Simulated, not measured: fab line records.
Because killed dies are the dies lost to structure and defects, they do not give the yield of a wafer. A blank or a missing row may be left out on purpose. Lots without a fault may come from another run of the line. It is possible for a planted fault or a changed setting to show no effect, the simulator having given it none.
Matching of chambers | flow n5 finfet | pecvd-03 running N5_BEOL_M8_DEP_56: 3 sister chambers
The step deposits SiCN from 3MS/NH3, target thk 10 nm, time 17.5 s. 14 wafers are shown with their chamber, then 7 later ones without.

EACH WAFER AND ITS CHAMBER
wafer  | chamber | throttle valve pct (%) | showerhead plenum p Torr (Torr)
L076.1 | 2       | 8.1                    | 3.646
L076.4 | 0       | 9.0                    | 3.658
L076.6 | 1       | 9.8                    | 3.671
L085.1 | 2       | 8.4                    | 3.645
L085.2 | 1       | 9.6                    | 3.672
L085.3 | 0       | 9.1                    | 3.664
L088.3 | 1       | 9.6                    | 3.663
L088.5 | 2       | 8.1                    | 3.649
L088.6 | 0       | 9.3                    | 3.658
L089.2 | 1       | 9.1                    | 3.666
L089.4 | 0       | 9.2                    | 3.677
L089.6 | 2       | 8.1                    | 3.645
L087.2 | 0       | 8.7                    | 3.671
L087.3 | 1       | 9.6                    | 3.673

SIGNATURES (averages over the wafers above)
reading                  | chamber 0 | chamber 1 | chamber 2 | scatter within a chamber
throttle valve pct       | 9.060     | 9.540     | 8.175     | 0.224
showerhead plenum p Torr | 3.66560   | 3.66900   | 3.64625   | 0.00574
Rule: for a wafer and a chamber, the distance is found by dividing, reading by reading, the gap between the wafer's reading and the chamber's mean by the reading's scatter, squaring, summing and taking the root. The wafer belongs to the nearest chamber; if the next one is less than 2 further off, it can't be placed. The scatter: take each reading less its chamber's mean, square it, sum over the shown wafers, divide by the number of wafers less the number of chambers, and take the root.

WAFERS WITH NO CHAMBER GIVEN
wafer  | throttle valve pct (%) | showerhead plenum p Torr (Torr)
L087.5 | 8.9                    | 3.662
L092.1 | 9.1                    | 3.667
L092.4 | 8.2                    | 3.653
L092.6 | 9.6                    | 3.664
L096.2 | 9.6                    | 3.674
L096.3 | 8.9                    | 3.667
L096.4 | 9.7                    | 3.674

WHICH CHAMBER EACH ONE RAN IN
wafer  | from the rows above     | in truth
L087.5 | 0                       | 0
L092.1 | can't be placed: 0 or 1 | 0
L092.4 | 2                       | 2
L092.6 | can't be placed: 1 or 0 | 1
L096.2 | can't be placed: 1 or 0 | 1
L096.3 | 0                       | 0
L096.4 | 1                       | 1
Correctly placed: 4 of 7. Not placeable from these rows: 3 (in 3, the candidates include the true chamber). Number placed wrongly: 0.
